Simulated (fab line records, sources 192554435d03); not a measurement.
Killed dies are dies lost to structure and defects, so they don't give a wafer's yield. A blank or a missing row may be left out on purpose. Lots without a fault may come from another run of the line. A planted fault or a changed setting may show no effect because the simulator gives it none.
fab line records | flow n5_finfet
record lots=11 wafers=33 last_day=19
route steps=1938 shown BEOL_M11@1577
lots that met no fault: from a run of the same line without faults
start_h: hours from the record's first day to the start of the lot's first wafer shown | wait_h: hours since the lot's step before | " the same as in the row above | L1.1+2: a row that stands for several wafers | - no value, or no start given | * or withheld: withheld | < > ~ a bound
route shown NAME@n: a module of which the file shows steps, and the number in the route of the first | usual: mean/standard deviation of fault-free wafers | same: alike in all rows | chamber/n: place in a boat | sites: the reading at each site | _std_site: their standard deviation | _edge_site: outer sites' mean less inner sites' | radius_mm: how far each site lies from the wafer's centre | mask NAME#n: copy n | behind: the tool/chamber that last shaped the wafer | hold: why the lot was held/for how many hours/how that ended | device: the transistor (n, p or np) that didn't switch | end of line: the same wafers' tests at the end of the route | a step without rows: its recipe alone | killed: dies lost to structure and defects at the first sort, not the wafer's yield | map: a wafer's dies, x killed, . not, _ none there
set.NAME: the setting as run; set.NAME@STEP: as run at that earlier step | model.NAME: the simulator's own value behind a step, which no gauge read
steps of the route over a sample of lots; a table a step, a row a wafer
services: from which hour (start_h, from the record's first day; less than 0 if before it) a tool's chamber was out of use, for how many hours, and why
## steps
# step N5_BEOL_M11_STRIP_36
# recipe chemistry=N2/H2 power_w=450 temp_c=40 pressure_mtorr=20 rf_frequency_hz=6e+07 overash_fraction=0.3 bias_power_w=7 h2_frac=0.5 n2_flow_sccm=200 h2_flow_sccm=200
# usual drypump_motor_current_A=5.6/0.47 n2_flow_sccm=199.9/0.65 oes_product_au=0.80/0.093 rf_vpp_V=59.5/1.8 showerhead_plenum_p_Torr=2.55/0.087 throttle_valve_pct=23.51/0.15
# columns lot.wafer tool chamber start_h wait_h drypump_motor_current_A n2_flow_sccm oes_product_au rf_hours_counter_h rf_vpp_V showerhead_plenum_p_Torr throttle_valve_pct
L422.2 rie_diel-02 2 242.00 0.0 5.6 200.5 0.71 192 60.4 2.63 23.44
L422.3 " 3 " " 5.9 198.7 0.73 166 58.7 2.54 23.40
L422.5 " 3 " " 5.9 199.3 0.72 - 60.8 2.54 23.40
L423.1 rie_diel-03 1 270.20 0.0 5.6 200.3 0.87 63 59.0 2.58 23.52
L423.4 " 0 " " 5.5 200.1 0.74 - 58.4 2.54 23.54
L423.5 " 1 " " 5.6 200.0 0.87 - 60.6 2.58 23.54
L427.4 rie_diel-06 3 276.10 0.0 5.4 199.6 0.85 - 61.3 2.67 23.24
L427.5 " 2 " " 6.2 200.2 0.76 - 59.0 2.33 23.72
L427.6 " 0 " " 5.9 199.8 0.85 - 59.5 2.46 23.55
L426.1 rie_diel-03 2 280.37 0.0 6.4 200.7 0.68 258 58.4 2.61 23.91
L426.3 " 0 " " 5.5 198.9 0.74 167 58.3 2.53 23.51
L426.5 " 2 " " 6.4 201.0 0.68 - 61.0 2.61 23.90
L430.2 rie_diel-03 0 308.01 0.0 5.5 201.2 0.73 179 57.4 2.53 23.52
L430.3 " 1 " " 5.6 200.7 0.86 79 59.4 2.57 23.59
L430.5 " 0 " " 5.6 199.9 0.74 - 58.4 2.53 23.54
L433.1 rie_diel-06 2 342.05 0.0 6.2 199.9 0.75 165 56.9 2.33 23.75
L433.3 " 3 " " 5.4 199.5 0.82 83 62.6 2.67 23.29
L433.4 " 1 " " 5.1 201.0 0.91 17 57.2 2.70 23.48
L439.1 rie_diel-03 0 342.60 0.0 5.5 198.6 0.71 189 59.1 2.52 23.58
L439.3 " 1 " " 5.6 199.1 0.84 89 60.3 2.57 23.56
L439.4 " 3 " " 5.9 200.7 0.71 206 61.1 2.52 23.59
L436.1 rie_diel-02 3 349.73 0.0 5.9 199.6 0.72 196 57.9 2.53 23.44
L436.3 " 1 " " 5.1 200.5 0.92 23 58.7 2.59 23.29
L436.5 " 2 " " 5.6 200.1 0.68 - 59.6 2.62 23.48
L435.2 rie_diel-03 3 350.28 0.0 5.9 199.7 0.71 209 58.9 2.52 23.58
L435.3 " 2 " " 6.4 199.8 0.94 9 55.4 2.60 23.63
L435.6 " 0 " " 5.5 200.3 0.72 - 56.0 2.52 23.58
L444.3 rie_diel-02 3 389.78 0.0 5.9 200.7 0.70 210 58.0 2.52 23.43
L444.5 " 2 " " 5.6 200.0 0.70 - 60.6 2.62 23.51
L444.6 " 3 " " 5.9 200.7 0.69 - 59.5 2.52 23.46
L442.2 rie_diel-02 1 407.97 0.0 5.1 200.8 0.87 42 58.8 2.58 23.35
L442.3 " 3 " " 5.9 199.7 0.69 216 57.3 2.52 23.49
L442.5 " 1 " " 5.1 200.1 0.89 - 57.6 2.58 23.31
# step N5_BEOL_M11_CD_MEAS_35
# recipe target_cd_nm=70 polarity=opening
# usual cd_nm=70.1/0.51
# columns lot.wafer tool chamber start_h wait_h cd_nm
L422.2 cd_sem-01 - 242.38 0.0 70.4
L422.3 " - " " 70.8
L422.5 " - " " 70.9
L423.1 cd_sem-02 - 270.57 0.0 70.1
L423.4 " - " " 69.8
L423.5 " - " " 70.3
L427.4 cd_sem-03 - 276.46 0.0 70.9
L427.5 " - " " 71.2
L427.6 " - " " 70.1
L426.1 cd_sem-01 - 280.76 0.0 70.4
L426.3 " - " " 70.7
L426.5 " - " " 70.3
L430.2 cd_sem-02 - 308.38 0.0 69.1
L430.3 " - " " 70.1
L430.5 " - " " 70.5
L433.1 cd_sem-02 - 342.42 0.0 70.7
L433.3 " - " " 70.5
L433.4 " - " " 70.9
L439.1 cd_sem-01 - 342.98 0.0 70.0
L439.3 " - " " 69.6
L439.4 " - " " 70.4
L436.1 cd_sem-03 - 350.12 0.0 70.0
L436.3 " - " " 69.7
L436.5 " - " " 70.3
L435.2 cd_sem-01 - 350.65 0.0 69.8
L435.3 " - " " 69.7
L435.6 " - " " 70.0
L444.3 cd_sem-03 - 390.16 0.0 70.1
L444.5 " - " " 70.3
L444.6 " - " " 70.3
L442.2 cd_sem-01 - 408.35 0.0 69.4
L442.3 " - " " 69.2
L442.5 " - " " 70.2
# step N5_BEOL_M11_CURE_72
# recipe temp_c=370 time_s=120 ambient=DMADMS/He material=SiCOH_lowk
# usual lamp_power_pct=52.32/0.057 wafer_temp_C_max=371.5/0.65
# columns lot.wafer tool chamber start_h wait_h lamp_power_pct wafer_temp_C_max
L422.2 uv_cure-01 0 242.47 0.1 52.34 373.4
L422.3 " 0 " " 52.31 372.6
L422.5 " 0 " " 52.29 373.1
L423.1 uv_cure-01 1 270.61 0.0 52.32 371.4
L423.4 " 1 " " 52.39 371.1
L423.5 " 1 " " 52.35 371.3
L427.4 uv_cure-03 1 276.65 0.2 52.40 371.6
L427.5 " 1 " " 52.30 371.9
L427.6 " 1 " " 52.33 371.5
L426.1 uv_cure-03 0 280.80 0.0 52.28 371.4
L426.3 " 0 " " 52.34 370.8
L426.5 " 0 " " 52.39 370.8
L430.2 uv_cure-01 1 308.57 0.2 52.33 371.1
L430.3 " 1 " " 52.35 370.9
L430.5 " 1 " " 52.18 370.9
L433.1 uv_cure-02 1 342.46 0.0 52.29 371.6
L433.3 " 1 " " 52.20 372.2
L433.4 " 1 " " 52.25 372.3
L439.1 uv_cure-03 1 343.02 0.0 52.32 372.1
L439.3 " 1 " " 52.39 371.4
L439.4 " 1 " " 52.28 371.4
L436.1 uv_cure-03 0 350.16 0.0 52.29 371.3
L436.3 " 0 " " 52.35 370.6
L436.5 " 0 " " 52.38 370.2
L435.2 uv_cure-03 1 350.75 0.1 52.28 371.7
L435.3 " 1 " " 52.34 371.9
L435.6 " 1 " " 52.36 371.9
L444.3 uv_cure-01 2 390.30 0.1 52.20 371.0
L444.5 " 2 " " 52.36 371.4
L444.6 " 2 " " 52.27 371.4
L442.2 uv_cure-02 0 408.89 0.5 52.37 371.3
L442.3 " 0 " " 52.27 371.2
L442.5 " 0 " " 52.25 370.8
# step N5_BEOL_M11_DEGAS_44
# recipe ambient=vacuum temp_c=250 time_s=60
# usual heater_power_w=327/20 susceptor_temp_C=250.03/0.18
# columns lot.wafer tool chamber start_h wait_h heater_power_w susceptor_temp_C
L422.2 pvd_sputter-01 - 243.24 0.7 340 250.01
L422.3 " - " " 314 250.13
L422.5 " - " " 335 249.94
L423.1 pvd_sputter-01 - 271.38 0.7 355 250.11
L423.4 " - " " 326 250.05
L423.5 " - " " 354 250.16
L427.4 pvd_sputter-03 - 276.94 0.2 298 249.87
L427.5 " - " " 345 249.86
L427.6 " - " " 297 249.80
L426.1 pvd_sputter-01 - 281.40 0.5 320 250.12
L426.3 " - " " 339 250.09
L426.5 " - " " 322 249.99
L430.2 pvd_sputter-03 - 308.99 0.4 313 250.28
L430.3 " - " " 352 249.93
L430.5 " - " " 328 250.09
L433.1 pvd_sputter-03 - 342.78 0.3 348 250.13
L433.3 " - " " 329 249.84
L433.4 " - " " 292 250.06
L439.1 pvd_sputter-01 - 343.46 0.4 315 249.98
L439.3 " - " " 334 250.05
L439.4 " - " " 390 262.60
L436.1 pvd_sputter-01 - 350.62 0.4 306 250.12
L436.3 " - " " 340 250.12
L436.5 " - " " 395 262.88
L435.2 pvd_sputter-01 - 351.08 0.3 393 262.53
L435.3 " - " " 344 250.01
L435.6 " - " " 316 249.77
L444.3 pvd_sputter-02 - 390.81 0.5 284 249.77
L444.5 " - " " 311 250.24
L444.6 " - " " 340 249.93
L442.2 pvd_sputter-03 - 409.61 0.6 340 250.10
L442.3 " - " " 301 250.14
L442.5 " - " " 310 249.93
## services
# columns tool chamber start_h hours kind
rie_diel-03 2 224.74 5.5 repair
rie_diel-02 1 235.50 - clean
rie_diel-02 1 235.50 - consumable_replace:focus_ring
rie_diel-02 1 235.50 16.7 scheduled_down
rie_diel-02 1 235.50 16.7 vent_cycle
rie_diel-03 3 237.13 57.4 repair
uv_cure-01 - 247.08 7.5 pm
rie_diel-02 - 254.90 8.1 repair
uv_cure-03 - 255.72 7.5 pm
rie_diel-06 1 265.26 - clean
rie_diel-06 1 265.26 - consumable_replace:focus_ring
rie_diel-06 1 265.26 - consumable_replace:showerhead
rie_diel-06 1 265.26 13.6 scheduled_down
uv_cure-01 - 278.87 1.0 pm
rie_diel-03 2 295.05 - clean
rie_diel-03 2 295.05 - consumable_replace:focus_ring
rie_diel-03 2 295.05 24.5 scheduled_down
rie_diel-03 2 295.05 24.5 vent_cycle
rie_diel-02 1 296.22 11.3 repair
rie_diel-03 0 358.06 7.0 repair
uv_cure-03 - 366.54 2.8 pm
rie_diel-02 2 368.36 7.7 repair
rie_diel-06 2 374.95 7.2 repair
uv_cure-01 - 403.22 28.1 pm
## key
first_sign step=N5_BEOL_M11_DEGAS_44 reading=susceptor_temp_C direction=up sigmas=70 usual=* struck=*
effect none on later readings
met_at N5_BEOL_M11_DEGAS_44
struck_lots L435,L436,L439
struck_wafers L435.2,L436.5,L439.4
not_acting_at N5_BEOL_M11_STRIP_36,N5_BEOL_M11_CD_MEAS_35,N5_BEOL_M11_CURE_72
onset_between 271.38 343.46
fault kind=process_parameter_drift tool=pvd_sputter-01 chamber=- onset_h=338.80 steps=N5_BEOL_M11_DEGAS_44 channel=temp_c offset=* shape=step end_h=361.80 acts_in=* stated=* scope=struck_wafers_only
